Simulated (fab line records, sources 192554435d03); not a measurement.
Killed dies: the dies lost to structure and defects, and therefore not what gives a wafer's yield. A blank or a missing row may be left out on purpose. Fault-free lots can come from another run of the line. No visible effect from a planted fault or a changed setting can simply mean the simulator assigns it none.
The tool behind it: which one? ; flow n5 finfet ; 36 wafers from 12 lots sampled at 3 of the route's 1938 steps

## WHAT EACH GAUGE READ, for each wafer
N5_BEOL_M12_INSPECT_12: inspects for defects (macro).
lot;measured;on;raw defect count
L074;day 11 00:46;defect inspect-02;0 1 1
L077;day 11 10:58;defect inspect-02;3 1 3
L080;day 11 16:10;defect inspect-02;1 3 4
L083;day 12 12:51;defect inspect-02;2 2 2
L082;day 12 20:08;defect inspect-02;1 3 2
L084;day 13 19:33;defect inspect-02;1 2 1
L087;day 13 22:16;defect inspect-01;3 2 1
L089;day 14 20:02;defect inspect-02;3 1 0
L091;day 15 01:53;defect inspect-01;1 3 4
L094;day 15 13:35;defect inspect-02;2 2 2
L095;day 15 21:32;defect inspect-02;2 3 2
L097;day 16 06:10;defect inspect-02;1 3 2

## TOOL THAT RAN EACH LOT (tool first, then ch and the chambers of the sampled wafers, then the start)
lot;N5_BEOL_M11_ETCH_41;N5_BEOL_M11_CMP_52
L074;rie diel-01 ch 0,1,3, day 10 23:41 or earlier;cmp-02 ch 0,2,3, day 10 23:41
L077;rie diel-01 ch 1,2, day 11 09:59 or earlier;cmp-01 ch 1,2, day 11 09:59
L080;rie diel-02 ch 0,1,2, day 11 15:13 or earlier;cmp-02 ch 1,3, day 11 15:13
L083;rie diel-02 ch 0,1,2, day 12 11:53 or earlier;cmp-04 ch 2,3, day 12 11:53
L082;rie diel-05 ch 0,1, day 12 19:02 or earlier;cmp-01 ch 2,3, day 12 19:02
L084;rie diel-05 ch 0,1,3, day 13 18:26 or earlier;cmp-04 ch 1,2,3, day 13 18:26
L087;rie diel-01 ch 1,2, day 13 21:22 or earlier;cmp-01 ch 0,1,3, day 13 21:22
L089;rie diel-01 ch 0,2,3, day 14 19:04 or earlier;cmp-02 ch 1,2, day 14 19:04
L091;rie diel-01 ch 1,3, day 15 00:47 or earlier;cmp-04 ch 0,1,2, day 15 00:47
L094;rie diel-02 ch 1,2, day 15 12:29 or earlier;cmp-04 ch 2,3, day 15 12:29
L095;rie diel-01 ch 0,3, day 15 20:34 or earlier;cmp-01 ch 2,3, day 15 20:34
L097;rie diel-02 ch 0,1,2, day 16 05:08 or earlier;cmp-04 ch 0,1,3, day 16 05:08
- N5_BEOL_M11_ETCH_41: etches SiCN in CH3F/O2, target depth 42.6 nm, time 86 s.
- N5_BEOL_M11_CMP_52: polishes, stops on SiCOH lowk, t overpolish 7 s, target thk 140 nm.

## THE ANSWER, worked out from the rows above alone
Rule: usual is defined by the lots themselves. Put in order of their means at a reading, lots are off if they are a third of the lots or fewer, leave a main group of 4 or more, and stand apart from it by a gap of 3 or more times the standard deviation of the main group's means; of several such gaps the widest counts. A main group is skipped when, at the precision printed for the reading in the tables above, its means are all equal. Also off: a lot with no number at a reading for which 4 or more lots have one. Any other lot the step has rows for is counted as sound.
No lot is off at any reading shown: from this, nothing can be told.

## WHAT THE SIMULATOR HAD INSERTED
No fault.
